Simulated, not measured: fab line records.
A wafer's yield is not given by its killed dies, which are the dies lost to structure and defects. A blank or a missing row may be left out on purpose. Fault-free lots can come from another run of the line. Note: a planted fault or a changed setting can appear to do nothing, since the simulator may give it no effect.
Which of the tools did it?    flow n5_finfet    11 lots, 31 wafers sampled, at 3 steps of a route of 1938

## WHAT EACH GAUGE READ, for each wafer
N5_BEOL_M8_INSPECT_58: inspects for defects (darkfield).
lot   measured      on                 raw_defect_count
L496  day 15 09:25  defect_inspect-01  138 131 52
L499  day 15 16:41  defect_inspect-01  35 62 89
L498  day 16 15:10  defect_inspect-02  107 83 73
L495  day 17 00:46  defect_inspect-01  101 73 57
L508  day 19 10:32  defect_inspect-02  840 878 902
L507  day 19 12:16  defect_inspect-02  848 790 816
L509  day 19 19:58  defect_inspect-02  56 27 48
L510  day 19 21:26  defect_inspect-01  67 57 103
L514  day 20 20:43  defect_inspect-02  78 105
L516  day 20 21:32  defect_inspect-01  95 58 64
L515  day 21 16:49  defect_inspect-02  45 38

## WHICH TOOL RAN EACH LOT (tool, then ch and the chambers of the sampled wafers, then the start)
lot   N5_BEOL_M8_ALD_77                    N5_BEOL_M8_DEP_56
L496  ald_metal-02 ch 0,3, day 15 07:50    pecvd-01 ch 0,1, day 15 09:19
L499  ald_metal-02 ch 0,3, day 15 14:26    pecvd-04 ch 0,1,2, day 15 16:35
L498  ald_metal-02 ch 1,3, day 16 13:23    pecvd-04 ch 0,2, day 16 15:04
L495  ald_metal-03 ch 0,1,2, day 16 22:57  pecvd-04 ch 0,2, day 17 00:40
L508  ald_metal-04 ch 0,2, day 19 08:32    pecvd-02 ch 1,2, day 19 10:25
L507  ald_metal-04 ch 0,1,2, day 19 10:36  pecvd-02 ch 1,2, day 19 12:09
L509  ald_metal-03 ch 1,3, day 19 17:17    pecvd-04 ch 1,2, day 19 19:52
L510  ald_metal-04 ch 0,1, day 19 19:46    pecvd-04 ch 0,2, day 19 21:20
L514  ald_metal-02 ch 0,2, day 20 18:14    pecvd-04 ch 2, day 20 20:37
L516  ald_metal-02 ch 0,1, day 20 19:30    pecvd-04 ch 0,1,2, day 20 21:28
L515  ald_metal-03 ch 0,3, day 21 13:49    pecvd-04 ch 0,2, day 21 16:44
- N5_BEOL_M8_ALD_77: deposits TaN, target thk 2 nm, pulse time 2 s, purge time 3 s.
- N5_BEOL_M8_DEP_56: deposits SiCN from 3MS/NH3, target thk 10 nm, time 17.5 s.

## THE ANSWER, worked out from the rows above alone
Rule: the lots themselves supply what counts as usual. The widest of any qualifying gaps counts: lots, ordered by their means at a reading, are off when they make up no more than a third of the lots, leave a main group of 4 or more, and stand apart from it by 3 or more times the standard deviation of that group's means. A main group is skipped when, at the precision printed for the reading in the tables above, its means are all equal. Also off: a lot with no number at a reading for which 4 or more lots have one. Where the step has rows for the other lots, those lots are counted as sound.
Off: L508, L507 (N5_BEOL_M8_INSPECT_58, raw_defect_count). The main group: mean 73, standard deviation 20.
A tool fits if, at a process step before that reading, it ran every lot that is off, and no sound lot after the first of them. Those tools and the gauges at N5_BEOL_M8_INSPECT_58 are tried in the same way. One fits: pecvd-02 at N5_BEOL_M8_DEP_56. It ran no sound lot before its first lot that is off in this sample, so the start can't be narrowed down.

## WHAT THE SIMULATOR HAD INSERTED
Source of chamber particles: pecvd-02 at N5_BEOL_M8_DEP_56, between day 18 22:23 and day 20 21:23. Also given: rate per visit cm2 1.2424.
Struck lots among those shown: L508, L507. This agrees with what the rule above found.
